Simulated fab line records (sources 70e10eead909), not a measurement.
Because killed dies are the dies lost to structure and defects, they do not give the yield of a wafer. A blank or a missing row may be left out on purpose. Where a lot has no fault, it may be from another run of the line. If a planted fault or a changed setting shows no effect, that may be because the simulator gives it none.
Which tool was responsible? -- flow nandHarc -- Sampling: 24 lots, 72 wafers, 6 of 1159 route steps

== WHAT THE GAUGES SHOWED, per wafer ==
No reading from a measuring or inspecting step in the record can be judged against a usual standard deviation.

== EACH LOT AND THE TOOL THAT RAN IT (in order: tool; ch and the chambers of the sampled wafers; start) ==
lot,NHARC_A_CHANNEL_FILL_D1_ALD_14,NHARC_A_CHANNEL_FILL_D1_STRIP_28,NHARC_A_CHANNEL_FILL_D1_CMP_10,NHARC_A_CHANNEL_FILL_D1_RTA_24,NHARC_A_STAIRCASE_ETCH_19,NHARC_A_STAIRCASE_DESCUM_186
L075,"aldHk-03 ch 0,3, day 9 06:36","rieDiel-06 ch 0,3, day 10 01:06","cmp-04 ch 0,1,3, day 11 00:21","rtpAnneal-01 ch 0, day 11 00:52","rieDiel-07 ch 1,2,3, day 11 07:39 or earlier","rieDiel-07 ch 0,1,3, day 11 07:39"
L074,"aldHk-04 ch 0,2,3, day 9 06:41","rieDiel-05 ch 1,2, day 10 01:05","cmp-01 ch 0,3, day 11 00:21","rtpAnneal-02 ch 0, day 11 00:46","rieDiel-01 ch 0,1,3, day 11 08:14 or earlier","rieDiel-02 ch 1,2,3, day 11 08:14"
L076,"aldHk-03 ch 1,2,3, day 9 12:32","rieDiel-06 ch 0,2, day 10 05:40","cmp-03 ch 0,1,2, day 11 04:41","rtpAnneal-02 ch 0, day 11 05:08","rieDiel-07 ch 1,3, day 11 12:17 or earlier","rieDiel-01 ch 1,3, day 11 12:17"
L077,"aldHk-01 ch 0,2,3, day 9 12:34","rieDiel-04 ch 2,3, day 10 05:40","cmp-04 ch 1,2,3, day 11 04:42","rtpAnneal-01 ch 0, day 11 05:08","rieDiel-07 ch 0,2,3, day 11 13:30 or earlier","rieDiel-07 ch 0,1,3, day 11 13:30"
L078,"aldHk-03 ch 0,1,2, day 9 20:27","rieDiel-05 ch 0,1,3, day 10 14:07","cmp-04 ch 1,2,3, day 11 13:16","rtpAnneal-01 ch 0, day 11 13:54","rieDiel-02 ch 0,1,2, day 11 23:07 or earlier","rieDiel-01 ch 1,2,3, day 11 23:07"
L079,"aldHk-04 ch 1,2,3, day 9 20:28","rieDiel-04 ch 0,1,2, day 10 14:05","cmp-03 ch 1,2,3, day 11 13:15","rtpAnneal-02 ch 0, day 11 13:44","rieDiel-07 ch 0,1,3, day 11 22:29 or earlier","rieDiel-02 ch 0,1, day 11 22:29"
L080,"aldHk-04 ch 0,1,3, day 10 08:34","rieDiel-05 ch 0,2,3, day 11 04:48","cmp-03 ch 0,1,2, day 12 03:44","rtpAnneal-01 ch 0, day 12 04:20","rieDiel-02 ch 0,1,3, day 12 11:41 or earlier","rieDiel-07 ch 0,1,3, day 12 11:41"
L081,"aldHk-03 ch 0,1,3, day 10 08:35","rieDiel-04 ch 0,1,2, day 11 04:50","cmp-01 ch 0,1, day 12 03:46","rtpAnneal-01 ch 0, day 12 04:10","rieDiel-07 ch 1,2,3, day 12 11:25 or earlier","rieDiel-01 ch 0,1,3, day 12 11:25"
L083,"aldHk-03 ch 0,1,2, day 11 04:05","rieDiel-04 ch 0,1,3, day 11 21:46","cmp-03 ch 0,2,3, day 12 20:46","rtpAnneal-01 ch 0, day 12 21:11","rieDiel-02 ch 0,2,3, day 13 06:25 or earlier","rieDiel-01 ch 0,1,2, day 13 06:25"
L082,"aldHk-03 ch 0,1,3, day 11 04:21","rieDiel-05 ch 0,1,2, day 11 21:46","cmp-01 ch 0,2,3, day 12 20:41","rtpAnneal-02 ch 0, day 12 21:07","rieDiel-07 ch 0,2,3, day 13 07:03 or earlier","rieDiel-01 ch 1,2,3, day 13 07:03"
L084,"aldHk-03 ch 1,2,3, day 11 08:02","rieDiel-04 ch 1,2, day 12 00:56","cmp-03 ch 1,2,3, day 13 00:07","rtpAnneal-02 ch 0, day 13 00:34","rieDiel-02 ch 1,2,3, day 13 10:07 or earlier","rieDiel-07 ch 0,1, day 13 10:07"
L085,"aldHk-03 ch 0,1,3, day 11 08:08","rieDiel-05 ch 0,1,2, day 12 00:56","cmp-01 ch 0,2,3, day 13 00:02","rtpAnneal-01 ch 0, day 13 00:28","rieDiel-07 ch 0,1,2, day 13 09:31 or earlier","rieDiel-01 ch 2,3, day 13 09:31"
L088,"aldHk-03 ch 0,1,2, day 11 23:38","rieDiel-05 ch 1,2, day 12 16:40","cmp-03 ch 0,2, day 13 15:55","rtpAnneal-01 ch 0, day 13 16:29","rieDiel-02 ch 0,1,2, day 14 01:55 or earlier","rieDiel-01 ch 0,1, day 14 01:55"
L086,"aldHk-03 ch 1,3, day 11 23:51","rieDiel-05 ch 0,2,3, day 12 16:37","cmp-01 ch 0,1,3, day 13 15:55","rtpAnneal-01 ch 0, day 13 16:19","rieDiel-01 ch 0,2, day 13 23:16 or earlier","rieDiel-01 ch 0,1,2, day 13 23:16"
L087,"aldHk-03 ch 1,2,3, day 12 03:51","rieDiel-05 ch 2,3, day 12 20:58","cmp-04 ch 1,2,3, day 13 20:02","rtpAnneal-01 ch 0, day 13 20:23","rieDiel-07 ch 0,3, day 14 03:48 or earlier","rieDiel-07 ch 0,1, day 14 03:48"
L090,"aldHk-04 ch 1,2,3, day 13 00:24","rieDiel-05 ch 1,2,3, day 13 20:35","cmp-01 ch 0,3, day 14 21:31","rtpAnneal-02 ch 0, day 14 21:55","rieDiel-01 ch 0,3, day 15 05:25 or earlier","rieDiel-02 ch 0,2, day 15 05:25"
L089,"aldHk-01 ch 1,2, day 13 00:26","rieDiel-06 ch 0,1, day 13 20:35","cmp-03 ch 0,1, day 15 01:10","rtpAnneal-01 ch 0, day 15 01:35","rieDiel-01 ch 0,2,3, day 15 08:25 or earlier","rieDiel-02 ch 0,2,3, day 15 08:25"
L091,"aldHk-03 ch 0,1, day 13 08:02","rieDiel-05 ch 1,2,3, day 14 01:01","cmp-03 ch 0,2,3, day 14 21:35","rtpAnneal-01 ch 0, day 14 22:08","rieDiel-02 ch 0,1,3, day 15 06:53 or earlier","rieDiel-07 ch 0,1,3, day 15 06:53"
L092,"aldHk-01 ch 0,1,3, day 13 08:05","rieDiel-06 ch 0,2,3, day 14 01:01","cmp-01 ch 0,1,3, day 15 01:10","rtpAnneal-01 ch 0, day 15 01:46","rieDiel-01 ch 0,1,2, day 15 10:03 or earlier","rieDiel-01 ch 0,2,3, day 15 10:03"
L093,"aldHk-01 ch 0,1,3, day 13 11:33","rieDiel-06 ch 1,3, day 14 05:02","cmp-01 ch 0,1,3, day 15 05:31","rtpAnneal-02 ch 0, day 15 05:55","rieDiel-01 ch 1,2,3, day 15 12:39 or earlier","rieDiel-01 ch 2,3, day 15 12:39"
L094,"aldHk-04 ch 0,1,2, day 13 18:50","rieDiel-05 ch 1,2, day 14 12:52","cmp-04 ch 0,2, day 15 11:52","rtpAnneal-01 ch 0, day 15 12:19","rieDiel-01 ch 2,3, day 15 21:54 or earlier","rieDiel-07 ch 1,3, day 15 21:54"
L097,"aldHk-01 ch 1,2, day 14 04:02","rieDiel-04 ch 0,2,3, day 14 21:21","cmp-01 ch 1,2, day 15 20:16","rtpAnneal-02 ch 0, day 15 20:45","rieDiel-01 ch 1,2,3, day 16 05:59 or earlier","rieDiel-01 ch 0,3, day 16 05:59"
L095,"aldHk-03 ch 0,1,3, day 14 04:08","rieDiel-05 ch 0,1,2, day 14 21:10","cmp-04 ch 0,1,2, day 15 20:19","rtpAnneal-01 ch 0, day 15 20:44","rieDiel-07 ch 0,3, day 16 06:21 or earlier","rieDiel-01 ch 2,3, day 16 06:21"
L096,"aldHk-04 ch 1,2,3, day 14 08:21","rieDiel-06 ch 0,1,3, day 15 05:34","cmp-03 ch 0,2,3, day 16 04:37","rtpAnneal-01 ch 0, day 16 05:01","rieDiel-02 ch 0,2,3, day 16 12:13 or earlier","rieDiel-07 ch 0,1,2, day 16 12:13"
- NHARC_A_CHANNEL_FILL_D1_ALD_14: deposits SiO2, target thk 2.5 nm, pulse time 10 s, ald cycles 25.
- NHARC_A_CHANNEL_FILL_D1_STRIP_28: strips in O2, time 20 s.
- NHARC_A_CHANNEL_FILL_D1_CMP_10: polishes, target thk 150 nm.
- NHARC_A_CHANNEL_FILL_D1_RTA_24: time 5 s.
- NHARC_A_STAIRCASE_ETCH_19: etches the open film in C4F8/O2, target depth 100 nm, time 40.5 s.
- NHARC_A_STAIRCASE_DESCUM_186: chemistry O2, time 3 s.

== AS READ BY THE TOOLS THEMSELVES (means over the sampled wafers that have a number; for cases with no such wafer, the mark the record gives instead) ==
NHARC_A_CHANNEL_FILL_D1_ALD_14. Usual: heaterPowerW 473 W, standard deviation 26; precursorPulseHeightRel 0.999, standard deviation 0.021.
lot,tool,heaterPowerW (W),precursorPulseHeightRel,flag
L075,aldHk-03,486,0.966,
L074,aldHk-04,492,0.998,
L076,aldHk-03,465,1.015,
L077,aldHk-01,458,1.001,
L078,aldHk-03,465,1.005,
L079,aldHk-04,481,0.999,
L080,aldHk-04,475,0.985,
L081,aldHk-03,466,0.990,
L083,aldHk-03,466,0.984,
L082,aldHk-03,467,0.992,
L084,aldHk-03,462,1.002,
L085,aldHk-03,463,1.016,
L088,aldHk-03,464,1.008,
L086,aldHk-03,465,1.003,
L087,aldHk-03,458,0.984,
L090,aldHk-04,485,1.003,
L089,aldHk-01,469,1.006,
L091,aldHk-03,467,1.013,
L092,aldHk-01,447,0.983,
L093,aldHk-01,454,0.993,
L094,aldHk-04,498,1.008,
L097,aldHk-01,461,0.997,
L095,aldHk-03,470,1.002,
L096,aldHk-04,487,0.989,

NHARC_A_CHANNEL_FILL_D1_STRIP_28. Usual: drypumpMotorCurrentA 5.9 A, standard deviation 0.51; oesProductAu 0.999 a.u., standard deviation 0.012; rfVppV 57.7 V, standard deviation 1; showerheadPlenumPTorr 3.50 Torr, standard deviation 0.15; throttleValvePct 17.035 %, standard deviation 0.0088.
lot,tool,drypumpMotorCurrentA (A),oesProductAu (a.u.),rfVppV (V),showerheadPlenumPTorr (Torr),throttleValvePct (%),flag
L075,rieDiel-06,6.1,0.989,57.4,3.52,17.033,
L074,rieDiel-05,6.0,1.011,57.5,3.37,17.031,
L076,rieDiel-06,6.3,0.989,57.6,3.45,17.029,
L077,rieDiel-04,6.0,1.003,58.1,3.51,17.037,
L078,rieDiel-05,5.5,0.999,58.0,3.57,17.028,
L079,rieDiel-04,5.4,0.996,56.9,3.47,17.028,
L080,rieDiel-05,5.8,1.002,57.4,3.57,17.039,
L081,rieDiel-04,5.4,0.995,57.7,3.46,17.034,
L083,rieDiel-04,5.7,1.003,58.0,3.54,17.037,
L082,rieDiel-05,5.9,0.997,57.4,3.44,17.042,
L084,rieDiel-04,5.7,0.995,57.7,3.56,17.033,
L085,rieDiel-05,5.9,1.003,57.4,3.44,17.029,
L088,rieDiel-05,5.8,0.996,57.0,3.36,17.032,
L086,rieDiel-05,5.8,1.011,58.3,3.57,17.036,
L087,rieDiel-05,5.5,1.006,58.4,3.63,17.035,
L090,rieDiel-05,5.6,0.997,58.4,3.50,17.037,
L089,rieDiel-06,6.2,0.986,57.7,3.53,17.035,
L091,rieDiel-05,5.6,1.000,56.9,3.50,17.044,
L092,rieDiel-06,6.3,1.000,57.7,3.44,17.035,
L093,rieDiel-06,6.4,0.981,57.6,3.40,17.034,
L094,rieDiel-05,5.8,0.997,57.7,3.36,17.036,
L097,rieDiel-04,5.7,0.999,58.2,3.47,17.040,
L095,rieDiel-05,5.9,1.005,57.3,3.44,17.043,
L096,rieDiel-06,6.3,1.005,57.2,3.48,17.035,

NHARC_A_CHANNEL_FILL_D1_CMP_10. Usual: motorCurrentA 12.2 A, standard deviation 1.2; timeToEndpointS 14.7 s, standard deviation 2.5.
lot,tool,motorCurrentA (A),timeToEndpointS (s),flag
L075,cmp-04,12.9,15.3,
L074,cmp-01,10.6,16.7,
L076,cmp-03,12.0,14.3,
L077,cmp-04,13.1,11.5,
L078,cmp-04,13.1,12.2,
L079,cmp-03,13.1,17.0,
L080,cmp-03,12.1,13.9,
L081,cmp-01,12.2,14.9,
L083,cmp-03,12.6,15.4,
L082,cmp-01,11.9,15.1,
L084,cmp-03,12.3,16.3,
L085,cmp-01,11.3,16.5,
L088,cmp-03,11.6,18.4,
L086,cmp-01,11.5,14.0,
L087,cmp-04,13.0,15.1,
L090,cmp-01,11.9,17.8,
L089,cmp-03,12.3,14.9,
L091,cmp-03,12.3,15.7,
L092,cmp-01,11.4,14.1,
L093,cmp-01,11.4,12.3,
L094,cmp-04,11.4,14.4,
L097,cmp-01,12.3,13.0,
L095,cmp-04,12.3,14.5,
L096,cmp-03,12.7,16.0,

NHARC_A_CHANNEL_FILL_D1_RTA_24. Usual: lampPowerPct 33.4 %, standard deviation 1.6; lamp_zone_1_pct 33.4 %, standard deviation 1.6; wafer_temp_C_max 1005.4, standard deviation 0.95.
lot,tool,lampPowerPct (%),lamp_zone_1_pct (%),wafer_temp_C_max,flag
L075,rtpAnneal-01,32.3,32.3,1005.8,
L074,rtpAnneal-02,35.6,35.7,1004.7,
L076,rtpAnneal-02,35.6,35.7,1004.8,
L077,rtpAnneal-01,32.3,32.3,1005.2,
L078,rtpAnneal-01,32.3,32.3,1004.8,
L079,rtpAnneal-02,35.6,35.6,1005.4,
L080,rtpAnneal-01,32.3,32.3,1005.9,
L081,rtpAnneal-01,32.3,32.2,1005.9,
L083,rtpAnneal-01,32.3,32.3,1006.2,
L082,rtpAnneal-02,35.6,35.6,1005.6,
L084,rtpAnneal-02,35.6,35.7,1004.8,
L085,rtpAnneal-01,32.2,32.3,1005.3,
L088,rtpAnneal-01,32.2,32.3,1005.5,
L086,rtpAnneal-01,32.2,32.2,1004.3,
L087,rtpAnneal-01,32.3,32.3,1006.1,
L090,rtpAnneal-02,35.6,35.7,1005.7,
L089,rtpAnneal-01,32.3,32.2,1004.7,
L091,rtpAnneal-01,32.3,32.3,1005.1,
L092,rtpAnneal-01,32.3,32.3,1005.4,
L093,rtpAnneal-02,35.6,35.6,1005.3,
L094,rtpAnneal-01,32.3,32.3,1005.6,
L097,rtpAnneal-02,35.6,35.6,1004.9,
L095,rtpAnneal-01,32.3,32.2,1005.9,
L096,rtpAnneal-01,32.3,32.2,1005.7,

NHARC_A_STAIRCASE_ETCH_19. Usual: biasW 1000.4 W, standard deviation 2.7; oesProductAu 0.947 a.u., standard deviation 0.013; rfVppV 896 V, standard deviation 5.1.
lot,tool,biasW (W),oesProductAu (a.u.),rfVppV (V),flag
L075,rieDiel-07,999.2,0.964,900,
L074,rieDiel-01,998.7,0.927,892,
L076,rieDiel-07,998.4,0.974,900,
L077,rieDiel-07,998.8,0.946,901,
L078,rieDiel-02,1000.7,0.940,895,
L079,rieDiel-07,999.9,0.952,900,
L080,rieDiel-02,1003.1,0.946,894,
L081,rieDiel-07,998.3,0.964,899,
L083,rieDiel-02,997.4,0.937,895,
L082,rieDiel-07,1000.4,0.955,899,
L084,rieDiel-02,1000.9,0.945,896,
L085,rieDiel-07,1001.3,0.946,898,
L088,rieDiel-02,999.8,0.952,894,
L086,rieDiel-01,1003.5,0.949,890,
L087,rieDiel-07,998.2,0.943,901,
L090,rieDiel-01,1002.1,0.953,895,
L089,rieDiel-01,1000.6,0.955,897,
L091,rieDiel-02,999.8,0.947,893,
L092,rieDiel-01,1004.4,0.943,897,
L093,rieDiel-01,998.1,0.957,894,
L094,rieDiel-01,1000.0,0.944,896,
L097,rieDiel-01,1002.0,0.961,894,
L095,rieDiel-07,1000.2,0.948,901,
L096,rieDiel-02,999.3,0.923,894,

NHARC_A_STAIRCASE_DESCUM_186. Usual: drypumpMotorCurrentA 5.76 A, standard deviation 0.26; oesProductAu 1.006 a.u., standard deviation 0.012; rfVppV 57.7 V, standard deviation 0.92; showerheadPlenumPTorr 1.89 Torr, standard deviation 0.088; throttleValvePct 11.310 %, standard deviation 0.0086.
lot,tool,drypumpMotorCurrentA (A),oesProductAu (a.u.),rfVppV (V),showerheadPlenumPTorr (Torr),throttleValvePct (%),flag
L075,rieDiel-07,5.78,1.024,57.8,1.99,11.317,
L074,rieDiel-02,5.72,0.999,57.5,1.91,11.313,
L076,rieDiel-01,5.55,1.003,57.3,1.80,11.310,
L077,rieDiel-07,5.79,1.023,59.0,1.99,11.308,
L078,rieDiel-01,5.68,0.996,56.9,1.79,11.313,
L079,rieDiel-02,6.05,1.007,57.7,1.86,11.314,
L080,rieDiel-07,5.80,1.013,58.6,1.98,11.309,
L081,rieDiel-01,5.65,1.009,57.9,1.85,11.322,
L083,rieDiel-01,5.58,1.016,57.3,1.83,11.313,
L082,rieDiel-01,5.68,1.003,58.8,1.79,11.309,
L084,rieDiel-07,5.61,1.012,58.2,1.97,11.316,
L085,rieDiel-01,5.78,1.001,57.9,1.77,11.306,
L088,rieDiel-01,5.56,1.007,57.7,1.88,11.310,
L086,rieDiel-01,5.58,1.001,56.5,1.83,11.312,
L087,rieDiel-07,5.56,0.996,58.3,1.97,11.313,
L090,rieDiel-02,5.92,0.993,57.7,1.86,11.315,
L089,rieDiel-02,5.69,0.979,57.1,1.88,11.318,
L091,rieDiel-07,5.78,1.011,57.6,1.97,11.307,
L092,rieDiel-01,5.77,1.004,57.3,1.93,11.321,
L093,rieDiel-01,5.87,1.004,57.2,1.89,11.314,
L094,rieDiel-07,5.83,1.024,58.2,1.97,11.316,
L097,rieDiel-01,5.87,1.006,57.4,1.84,11.309,
L095,rieDiel-01,5.85,1.010,57.3,1.89,11.308,
L096,rieDiel-07,5.71,1.011,57.4,1.94,11.304,

== THE ANSWER, worked out from the rows above alone ==
Rule: a lot counts as off when the mean over its wafers that have a number is more than 3 standard deviations away from the usual mean. A lot without any number at a reading at which 4 lots or more have one is off too. Where the step has rows for the other lots, those lots are counted as sound. First the gauges in route order, then the tools' own readings, where a lot's mean is used as printed above. The first step at which some lot is off is used, and at that step the reading that is off furthest; a lot without a number counts as furthest.
No lot is off on any of the readings shown, so nothing can be concluded from this.

== WHAT THE SIMULATOR HAD PUT IN ==
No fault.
